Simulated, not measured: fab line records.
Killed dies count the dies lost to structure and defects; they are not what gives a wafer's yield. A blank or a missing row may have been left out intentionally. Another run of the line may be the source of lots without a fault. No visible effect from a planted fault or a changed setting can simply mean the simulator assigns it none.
Which tool is to blame? | flow n5_finfet | 26 wafers from 9 lots sampled at 5 of the route's 1938 steps

## WHAT THE GAUGES READ, wafer by wafer
N5_BEOL_M4_RC_MEAS_101. Usual: DIBL_N 35.9 mV/V, standard deviation 1.3; DIBL_P 35.9 mV/V, standard deviation 1.5; IOFF_N 0.152 nA/um, standard deviation 0.023; IOFF_P 0.204 nA/um, standard deviation 0.027; ION_N 673 uA/um, standard deviation 9.2; ION_P 462 uA/um, standard deviation 6.7; SS_N 71.4 mV/dec, standard deviation 0.48; SS_P 73.2 mV/dec, standard deviation 0.55; VT_N 250.3 mV, standard deviation 2.6; VT_P -250.6 mV, standard deviation 3.
lot  | measured     | on        | DIBL_N (mV/V)  | DIBL_P (mV/V)  | IOFF_N (nA/um)    | IOFF_P (nA/um)    | ION_N (uA/um) | ION_P (uA/um) | SS_N (mV/dec)  | SS_P (mV/dec)  | VT_N (mV)         | VT_P (mV)            | flag
L889 | day 8 20:23  | prober-02 | 33.8 33.5 33.9 | 34.7 34.5 35.1 | 0.143 0.133 0.139 | 0.199 0.186 0.199 | 667 672 663   | 461 464 464   | 71.0 71.5 70.9 | 72.4 72.5 72.8 | 250.9 250.1 250.9 | -250.0 -250.8 -250.2 |
L890 | day 9 18:23  | prober-02 | 36.5 35.0 36.1 | 37.3 36.3 37.1 | 0.167 0.150 0.163 | 0.198 0.182 0.197 | 677 679 680   | 461 452 462   | 70.8 71.0 71.5 | 74.3 73.0 73.2 | 249.8 252.0 248.3 | -253.7 -254.3 -251.2 |
L892 | day 9 16:45  | prober-01 | 36.4 37.3 35.5 | 35.8 37.5 35.5 | 0.154 0.167 0.135 | 0.200 0.220 0.189 | 679 662 666   | 463 460 463   | 72.0 71.9 71.7 | 73.5 74.8 72.9 | 249.3 248.3 249.8 | -250.5 -250.0 -253.4 |
L894 | day 11 00:04 | prober-02 | 34.9 34.8 34.8 | 35.7 33.9 34.9 | 0.133 0.126 0.130 | 0.189 0.161 0.178 | 680 670 668   | 467 454 462   | 71.8 71.0 71.0 | 73.1 73.6 72.1 | 252.7 253.6 253.5 | -250.8 -254.7 -252.7 |
L897 | day 11 07:58 | prober-02 | 38.2 37.6 36.9 | 38.8 37.3 36.6 | 0.225 0.206 0.182 | 0.247 0.217 0.209 | 690 678 682   | 467 458 458   | 71.5 71.8 71.3 | 74.1 73.2 72.6 | 242.7 244.2 246.1 | -248.1 -253.5 -251.4 |
L899 | day 11 09:10 | prober-01 | 34.3 35.1 34.8 | 33.5 33.7 34.6 | 0.154 0.163 0.161 | 0.211 0.210 0.225 | 683 681 679   | 472 463 470   | 71.5 71.7 71.2 | 72.7 73.3 74.5 | 248.0 248.1 249.0 | -249.9 -249.2 -248.3 |
L902 | day 12 14:05 | prober-02 | 37.4 39.0 36.4 | 34.7 36.7 33.5 | 0.139 0.163 0.121 | 0.161 0.193 0.149 | 679 689 669   | 457 463 452   | 71.0 71.4 71.3 | 72.6 73.7 72.6 | 251.0 248.7 252.4 | -255.2 -253.3 -252.7 |
L905 | day 13 14:14 | prober-02 | 34.5 33.8 35.7 | 36.0 35.6 37.6 | 0.143 0.137 0.164 | 0.198 0.187 0.223 | 681 665 681   | 470 466 467   | 71.5 71.2 71.5 | 73.3 73.1 73.5 | 252.2 253.1 249.4 | -248.9 -253.0 -251.9 |
L909 | day 14 20:05 | prober-01 | 38.3 39.0      | 36.7 37.2      | 0.169 0.187       | 0.229 0.249       | 669 671       | 460 456       | 72.4 71.6      | 74.0 74.6      | 251.3 248.5       | -251.7 -248.6        |

## WHICH TOOL RAN EACH LOT (tool, then ch and the chambers of the sampled wafers, then the start)
lot  | N5_FIN_CUT_DESCUM_13              | N5_STI_FIN_REVEAL_DENSIFY_30    | N5_DUMMY_GATE_EXPOSE_12          | N5_DUMMY_GATE_ETCH_31
L889 | rie_diel-06 ch 0,1,3, day 2 15:42 | rtp_anneal-01 ch 0, day 2 22:28 | euv_scanner-02 ch 0, day 3 10:13 | rie_diel-03 ch 1,2, day 3 10:56
L890 | rie_diel-01 ch 0,1,2, day 2 21:04 | rtp_anneal-02 ch 0, day 3 04:03 | euv_scanner-02 ch 0, day 3 18:02 | rie_diel-01 ch 0,1,3, day 3 18:43
L892 | rie_diel-06 ch 0,2, day 3 08:53   | rtp_anneal-02 ch 0, day 3 15:59 | euv_scanner-02 ch 0, day 4 03:53 | rie_diel-06 ch 2,3, day 4 04:38
L894 | rie_diel-06 ch 0,3, day 3 20:48   | rtp_anneal-02 ch 0, day 4 04:14 | euv_scanner-01 ch 0, day 4 15:52 | rie_diel-01 ch 0,2,3, day 4 16:56
L897 | rie_diel-01 ch 0,1,3, day 4 14:30 | rtp_anneal-02 ch 0, day 5 00:33 | euv_scanner-02 ch 0, day 5 13:27 | rie_diel-01 ch 0,2, day 5 14:20
L899 | rie_diel-06 ch 1,2,3, day 5 09:16 | rtp_anneal-02 ch 0, day 5 16:02 | euv_scanner-01 ch 0, day 6 03:56 | rie_diel-06 ch 0,2,3, day 6 04:38
L902 | rie_diel-03 ch 0,2,3, day 5 22:46 | rtp_anneal-02 ch 0, day 6 05:16 | euv_scanner-01 ch 0, day 6 17:11 | rie_diel-03 ch 0,3, day 6 17:52
L905 | rie_diel-03 ch 1,2,3, day 6 14:37 | rtp_anneal-02 ch 0, day 6 21:25 | euv_scanner-01 ch 0, day 7 09:46 | rie_diel-03 ch 1,3, day 7 10:27
L909 | rie_diel-06 ch 0,2, day 7 14:25   | rtp_anneal-02 ch 0, day 7 21:02 | euv_scanner-02 ch 0, day 8 08:49 | rie_diel-03 ch 0,2, day 8 09:36
- N5_FIN_CUT_DESCUM_13: chemistry O2, time 7 s.
- N5_STI_FIN_REVEAL_DENSIFY_30
- N5_DUMMY_GATE_EXPOSE_12: exposes mask GATE, target cd 25 nm.
- N5_DUMMY_GATE_ETCH_31: etches SiO2 in C4F6/O2, target depth 82.5 nm, time 27.5 s.

## WHAT THE TOOLS THEMSELVES READ (means of the sampled wafers that have a number; where no wafer has one, the mark that the record gives instead)
N5_FIN_CUT_DESCUM_13. Usual: drypump_motor_current_A 5.51 A, standard deviation 0.3; oes_product_au 0.79 a.u., standard deviation 0.078; rf_vpp_V 243.1 V, standard deviation 1.4; showerhead_plenum_p_Torr 2.09 Torr, standard deviation 0.074; throttle_valve_pct 20.37 %, standard deviation 0.27.
lot  | tool        | drypump_motor_current_A (A) | oes_product_au (a.u.) | rf_vpp_V (V) | showerhead_plenum_p_Torr (Torr) | throttle_valve_pct (%) | flag
L889 | rie_diel-06 | 5.50                        | 0.80                  | 243.0        | 2.10                            | 20.28                  |
L890 | rie_diel-01 | 5.46                        | 0.79                  | 244.1        | 2.13                            | 20.49                  |
L892 | rie_diel-06 | 5.79                        | 0.88                  | 243.8        | 2.19                            | 20.09                  |
L894 | rie_diel-06 | 5.20                        | 0.82                  | 241.6        | 2.05                            | 20.27                  |
L897 | rie_diel-01 | 5.44                        | 0.79                  | 242.8        | 2.11                            | 20.34                  |
L899 | rie_diel-06 | 5.66                        | 0.84                  | 243.2        | 2.11                            | 20.19                  |
L902 | rie_diel-03 | 5.54                        | 0.73                  | 243.5        | 2.09                            | 20.61                  |
L905 | rie_diel-03 | 5.41                        | 0.75                  | 241.9        | 2.03                            | 20.58                  |
L909 | rie_diel-06 | 5.70                        | 0.84                  | 245.1        | 2.17                            | 20.13                  |

N5_STI_FIN_REVEAL_DENSIFY_30. Usual: lamp_power_pct reads 11.52 % (standard deviation 0.057).
lot  | tool          | lamp_power_pct (%) | flag
L889 | rtp_anneal-01 | 11.61              |
L890 | rtp_anneal-02 | 11.53              |
L892 | rtp_anneal-02 | 11.54              |
L894 | rtp_anneal-02 | 11.52              |
L897 | rtp_anneal-02 | 11.48              |
L899 | rtp_anneal-02 | 11.55              |
L902 | rtp_anneal-02 | 11.51              |
L905 | rtp_anneal-02 | 11.56              |
L909 | rtp_anneal-02 | 11.48              |

N5_DUMMY_GATE_EXPOSE_12. Usual: exposure_dose_mJ_cm2 33.94, standard deviation 0.042; stage_msd_nm 0.851 nm, standard deviation 0.016.
lot  | tool           | exposure_dose_mJ_cm2 | stage_msd_nm (nm) | flag
L889 | euv_scanner-02 | 33.97                | 0.862             |
L890 | euv_scanner-02 | 33.94                | 0.863             |
L892 | euv_scanner-02 | 33.98                | 0.864             |
L894 | euv_scanner-01 | 33.95                | 0.832             |
L897 | euv_scanner-02 | 33.94                | 0.865             |
L899 | euv_scanner-01 | 33.86                | 0.834             |
L902 | euv_scanner-01 | 33.89                | 0.834             |
L905 | euv_scanner-01 | 33.92                | 0.836             |
L909 | euv_scanner-02 | 33.73                | 0.871             | OFF

N5_DUMMY_GATE_ETCH_31. Usual: C4F6_flow_sccm 10.00 sccm, standard deviation 0.03; drypump_motor_current_A 5.53 A, standard deviation 0.3; oes_f_703_au 0.79 a.u., standard deviation 0.069; oes_product_au 0.79 a.u., standard deviation 0.073; rf_vpp_V 668 V, standard deviation 6.8; showerhead_plenum_p_Torr 2.84 Torr, standard deviation 0.09; throttle_valve_pct 21.09 %, standard deviation 0.26.
lot  | tool        | C4F6_flow_sccm (sccm) | drypump_motor_current_A (A) | oes_f_703_au (a.u.) | oes_product_au (a.u.) | rf_vpp_V (V) | showerhead_plenum_p_Torr (Torr) | throttle_valve_pct (%) | flag
L889 | rie_diel-03 | 9.99                  | 5.24                        | 0.79                | 0.80                  | 665          | 2.73                            | 21.15                  |
L890 | rie_diel-01 | 10.02                 | 5.42                        | 0.80                | 0.80                  | 667          | 2.87                            | 21.09                  |
L892 | rie_diel-06 | 9.98                  | 5.67                        | 0.81                | 0.80                  | 672          | 2.89                            | 20.88                  |
L894 | rie_diel-01 | 10.02                 | 5.48                        | 0.79                | 0.80                  | 669          | 2.83                            | 21.17                  |
L897 | rie_diel-01 | 10.02                 | 5.48                        | 0.76                | 0.77                  | 675          | 2.85                            | 21.31                  |
L899 | rie_diel-06 | 9.98                  | 5.50                        | 0.82                | 0.82                  | 672          | 2.86                            | 20.91                  |
L902 | rie_diel-03 | 10.02                 | 5.61                        | 0.74                | 0.72                  | 655          | 2.82                            | 21.10                  |
L905 | rie_diel-03 | 10.00                 | 5.40                        | 0.76                | 0.76                  | 662          | 2.70                            | 21.08                  |
L909 | rie_diel-03 | 9.96                  | 5.45                        | 0.74                | 0.73                  | 662          | 2.84                            | 21.35                  |

## THE ANSWER, worked out from the rows above alone
Rule: a lot counts as off when the mean over its wafers that have a number is more than 3 standard deviations away from the usual mean. Also off: a lot with no number at a reading for which 4 or more lots have one. All remaining lots with rows at the step are treated as sound. First the gauges in route order, then the tools' own readings, where a lot's mean is used as printed above. The first step at which some lot is off is used, and at that step the reading that is off furthest; a lot without a number counts as furthest.
Off: L909 (N5_DUMMY_GATE_EXPOSE_12, exposure_dose_mJ_cm2).
If a tool, at that step or one of the process steps before it, ran each lot that is off and ran no sound lot following the first of them, it fits. Can't be told from this: 3 tools fit, rie_diel-06 at N5_FIN_CUT_DESCUM_13, rtp_anneal-02 at N5_STI_FIN_REVEAL_DENSIFY_30, euv_scanner-02 at N5_DUMMY_GATE_EXPOSE_12.

## WHAT THE SIMULATOR PUT IN
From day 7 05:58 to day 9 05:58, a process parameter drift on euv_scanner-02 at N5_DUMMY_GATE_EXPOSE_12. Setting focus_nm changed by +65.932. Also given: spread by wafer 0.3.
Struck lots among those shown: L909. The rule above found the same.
